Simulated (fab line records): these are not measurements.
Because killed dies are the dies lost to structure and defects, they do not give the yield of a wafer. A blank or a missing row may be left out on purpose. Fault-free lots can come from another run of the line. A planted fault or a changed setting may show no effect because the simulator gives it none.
Matching of chambers ; flow n5-finfet ; N5_HKMG_FIN_ALD_91 on ald-metal-04 has 4 sister chambers
The step deposits TiN, target thk 1 nm, pulse time 1 s, purge time 3 s. 24 wafers are shown with their chamber, then 12 later ones without.

== WAFERS WITH THEIR CHAMBER ==
wafer;chamber;heater-power-w (W);precursor-pulse-height-rel
L074.1;2;929;0.987
L074.4;3;913;0.988
L074.5;0;888;1.008
L076.1;0;899;1.004
L076.2;1;860;1.030
L076.4;2;944;0.963
L077.1;2;898;0.997
L077.2;1;868;1.022
L077.5;3;883;1.010
L079.3;1;887;1.024
L079.4;0;863;1.022
L079.6;3;897;0.976
L081.2;1;886;1.005
L081.3;3;896;1.007
L081.4;0;880;0.982
L085.1;1;880;0.994
L085.3;3;900;0.949
L085.5;1;876;1.000
L086.2;2;922;0.975
L086.3;3;893;0.991
L086.6;2;921;1.000
L088.1;3;877;1.003
L088.4;0;851;1.033
L088.6;3;895;0.968

SIGNATURES (averages over the wafers above)
reading;chamber 0;chamber 1;chamber 2;chamber 3;scatter within a chamber
heater-power-w;876.20;876.17;922.80;894.25;14.1
precursor-pulse-height-rel;1.00980;1.01250;0.98440;0.98650;0.0183
Rule: for a wafer and a chamber, the distance is found by dividing, reading by reading, the gap between the wafer's reading and the chamber's mean by the reading's scatter, squaring, summing and taking the root. The wafer belongs to the nearest chamber; if the next one is less than 2 further off, it can't be placed. How the scatter is found: for the shown wafers, subtract from each reading the mean of its chamber, square and add these, divide the total by (wafers less chambers), then take the root.

== WAFERS WITH NO CHAMBER GIVEN ==
wafer;heater-power-w (W);precursor-pulse-height-rel
L089.1;951;0.998
L089.5;903;1.013
L089.6;885;0.963
L091.2;894;1.028
L091.5;883;0.992
L091.6;896;0.992
L095.3;861;0.981
L095.4;921;0.982
L095.6;873;1.035
L096.1;867;1.004
L096.4;899;0.975
L096.5;862;1.000

== WHICH CHAMBER EACH ONE RAN IN ==
wafer;from the rows above;in truth
L089.1;can't be placed: 2 or 3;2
L089.5;can't be placed: 3 or 1 or 0 or 2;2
L089.6;can't be placed: 3 or 0 or 1 or 2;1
L091.2;can't be placed: 1 or 0 or 3 or 2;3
L091.5;can't be placed: 3 or 0 or 1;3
L091.6;can't be placed: 3 or 0 or 1 or 2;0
L095.3;can't be placed: 0 or 1 or 3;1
L095.4;can't be placed: 2 or 3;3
L095.6;can't be placed: 1 or 0 or 3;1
L096.1;can't be placed: 0 or 1 or 3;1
L096.4;can't be placed: 3 or 2 or 0 or 1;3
L096.5;can't be placed: 0 or 1 or 3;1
Correct placement for 0 of the 12. From these rows, 12 cannot be placed; in 12 the true chamber is one of the candidates. Placed wrongly: 0.
